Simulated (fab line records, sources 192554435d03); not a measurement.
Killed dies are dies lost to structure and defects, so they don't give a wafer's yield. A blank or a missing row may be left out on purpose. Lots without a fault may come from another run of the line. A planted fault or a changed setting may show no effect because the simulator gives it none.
One fault seen from 2 desks | flow n5_finfet | each desk has only its own numbers; what lay behind them comes last

THE METROLOGY DESK
What the gauges read, lot by lot, whatever tool the lot ran on: means of the sampled wafers that have a number. A lot is out of limits, marked OUT, if its mean lies more than 4 standard deviations from the usual mean; the brackets give that distance.
Columns: A = M7_ILD_THK at N5_BEOL_M7_THK_MEAS_01, usual 154.7 nm
lot  | first seen here | A
L652 | day 8 21:52     | 154.6
L653 | day 9 08:06     | 154.1
L659 | day 10 20:14    | 157.3
L662 | day 11 01:37    | 158.9
L660 | day 11 06:19    | 157.8
L665 | day 12 14:43    | 157.4
L666 | day 12 16:21    | 154.5
L670 | day 13 13:53    | 158.7
L674 | day 14 09:25    | 156.0
L675 | day 14 16:48    | 154.0
This desk's finding: nothing out of limits on any of the 10 lots.

THE TOOL OWNER'S DESK: pecvd-01
The tool's own readings at N5_BEOL_M7_ILD_DEP_00 (deposits SiCOH lowk from DEMS/porogen, target thk 179.75 nm, time 33.4 s): means of the sampled wafers that have a number, for each lot that ran on this tool. A lot is out of limits, marked OUT, if its mean lies more than 4 standard deviations from the usual mean; the brackets give that distance.
Columns: A = heater_power_w at N5_BEOL_M7_ILD_DEP_00, usual 291 W; B = showerhead_plenum_p_Torr at N5_BEOL_M7_ILD_DEP_00, usual 5.734 Torr; C = susceptor_temp_C at N5_BEOL_M7_ILD_DEP_00, usual 299.96 C; D = throttle_valve_pct at N5_BEOL_M7_ILD_DEP_00, usual 13.7 %
lot  | first seen here | A   | B     | C                | D
L652 | day 8 21:17     | 285 | 5.731 | 300.20           | 13.8
L659 | day 10 19:39    | 262 | 5.742 | 295.20 (-24) OUT | 13.7
L662 | day 11 00:34    | 268 | 5.738 | 294.97 (-25) OUT | 13.7
L660 | day 11 05:44    | 261 | 5.735 | 294.93 (-25) OUT | 13.4
L674 | day 14 08:50    | 263 | 5.740 | 299.89           | 13.8
L675 | day 14 16:13    | 314 | 5.730 | 299.79           | 13.5
This desk's finding: out of limits on L659, L660, L662; first on L659, day 10 19:39 (susceptor_temp_C at N5_BEOL_M7_ILD_DEP_00). In limits: L652, L674, L675.

PUT TOGETHER
The tool owner's desk could have raised an alarm at day 10 19:39, on L659, L660, L662.
The metrology desk saw nothing out of limits.
The metrology desk has L659, L660, L662 on record, within its limits.
Of the lots named, all ran N5_BEOL_M7_ILD_DEP_00 on pecvd-01.

WHAT THE SIMULATOR HAD PUT IN
Process parameter drift: pecvd-01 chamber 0, from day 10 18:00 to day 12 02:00, at N5_BEOL_M7_ILD_DEP_00. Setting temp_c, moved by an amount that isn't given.
Lots struck among those shown: L659, L660, L662.
Hours from the fault's start to each desk's first reading out of limits: the tool owner's desk, 2.
